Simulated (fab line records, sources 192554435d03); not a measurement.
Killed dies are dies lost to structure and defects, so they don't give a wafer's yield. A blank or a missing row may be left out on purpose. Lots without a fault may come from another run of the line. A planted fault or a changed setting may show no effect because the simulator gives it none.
A struck lot beside a sound one | flow n5_finfet | 15 steps out of a route of 1938
Sound: wafers L275.3, L275.6. Struck: wafers L272.2, L272.3, L272.6. The cause comes at the end.
At each step with rows: each side's tool, then ch and its chambers, then its first start. Under that, the readings that differ: sound wafers | struck wafers | difference of the means | sigmas: that difference in standard deviations of wafers without a fault.
alike: readings whose means differ by less than 2 such deviations, and words and numbers that are the same on both sides. not compared: withheld readings, readings that some wafer has no value for, bounds like >300 that may hide the same value, and numbers for which the record gives no deviation and whose values overlap.
The two part at a step that has a row with sigmas, a row that says differs or no value, or rows on one side only. Numbers that don't overlap but have no deviation are shown without sigmas and don't part them. A reading that every wafer of one side lacks parts them only if that side has two wafers or more.

N5_SD_EPI_P_ETCH_37: etches SOC in N2/H2, overetch 108 nm, time 486 s.
  sound on rie_diel-05 ch 0,3, day 8 09:14; struck on rie_diel-05 ch 0,1, day 7 12:32
  alike: bias_w, chamber_pressure_mTorr, drypump_motor_current_A, oes_product_au, rf_vpp_V, showerhead_plenum_p_Torr, throttle_valve_pct
  not compared: rf_hours_counter_h
then, 1 step without rows for these wafers: N5_SD_EPI_P_STRIP_38 (strips in N2/H2).
N5_SD_EPI_P_ETCHBACK_46: etches SiNx in CH3F/O2, stops on SiO2, target depth 17.5 nm.
  sound on rie_diel-05 ch 0,3, day 8 09:34; struck on rie_diel-05 ch 0,1, day 7 12:51
  alike: drypump_motor_current_A, mfc_ar_sccm, oes_o_777_au, oes_product_au, rf_vpp_V, showerhead_plenum_p_Torr, throttle_valve_pct
  not compared: rf_hours_counter_h
then, 1 step without rows for these wafers: N5_SD_EPI_P_ETCH_47 (etches SiOCN in CH3F/O2, target depth 25 nm).
N5_SD_EPI_P_ETCH_16: etches SiO2 in CHF3/O2, target depth 5 nm.
  sound on rie_diel-05 ch 0,3, day 8 09:46; struck on rie_diel-05 ch 0,1, day 7 13:03
  alike: CHF3_flow_sccm, O2_flow_sccm, drypump_motor_current_A, mfc_ar_sccm, oes_o_777_au, oes_product_au, rf_vpp_V, showerhead_plenum_p_Torr, throttle_valve_pct
  not compared: rf_hours_counter_h
then, 1 step without rows for these wafers: N5_SD_EPI_P_STRIP_50 (strips in CHF3/O2).
N5_SD_EPI_P_SD_RECESS_17: chemistry HBr/Cl2/O2, target depth 39.1 nm, bt time 3 s.
  sound on rie_si-02 ch 2, day 8 09:50; struck on rie_si-06 ch 0,1,3, day 7 13:07
  alike: drypump_motor_current_A, oes_o_777_au, oes_product_au, throttle_valve_pct
  not compared: rf_hours_counter_h
then, 1 step without rows for these wafers: N5_SD_EPI_P_WET_ETCH_45 (etches SiO2 in dHF, time 10.7 s, target depth 2 nm, rinse time 30 s).
N5_SD_EPI_P_STRIP_40: strips in N2/H2.
  sound on plasma_asher-02 ch 0,1, day 8 09:59; struck on plasma_asher-01 ch 1, day 7 13:16
  reading                     | sound   | struck      | difference | sigmas
  drypump_motor_current_A (A) | 6.2 5.8 | 4.7 4.8 4.7 | -1.3       | -2
  alike: heater_power_w, oes_product_au
  not compared: rf_hours_counter_h
then, 3 steps without rows for these wafers: N5_SD_EPI_P_PRECLEAN_52 (cleans in O3/DIW, time 60 s); N5_SD_EPI_P_SRD_20 (time 30 s); N5_SD_EPI_P_PRECLEAN_51 (cleans in NF3:NH3, afs cycles 1, time 20 s, sublimation time 60 s).
N5_SD_EPI_P_VAPOR_ETCH_44: etches SiGe30 in NF3/Ar, time 3.3 s.
  sound on epi_rpcvd-02 ch 0, day 8 10:22; struck on epi_rpcvd-03, day 7 13:48
  no value came back on the struck wafers for susceptor_temp_C (C), time_s (s); on the sound wafers susceptor_temp_C (C) reads 25.02 24.91
then, 2 steps without rows for these wafers: N5_SD_EPI_P_EPI_21 (deposits SiGe:B, time 355 s); N5_PASSIVATION_PROBE_49.

WHERE THEY PART
First at N5_SD_EPI_P_STRIP_40; last, within this record, at N5_SD_EPI_P_VAPOR_ETCH_44.

WHY: what the simulator had put in
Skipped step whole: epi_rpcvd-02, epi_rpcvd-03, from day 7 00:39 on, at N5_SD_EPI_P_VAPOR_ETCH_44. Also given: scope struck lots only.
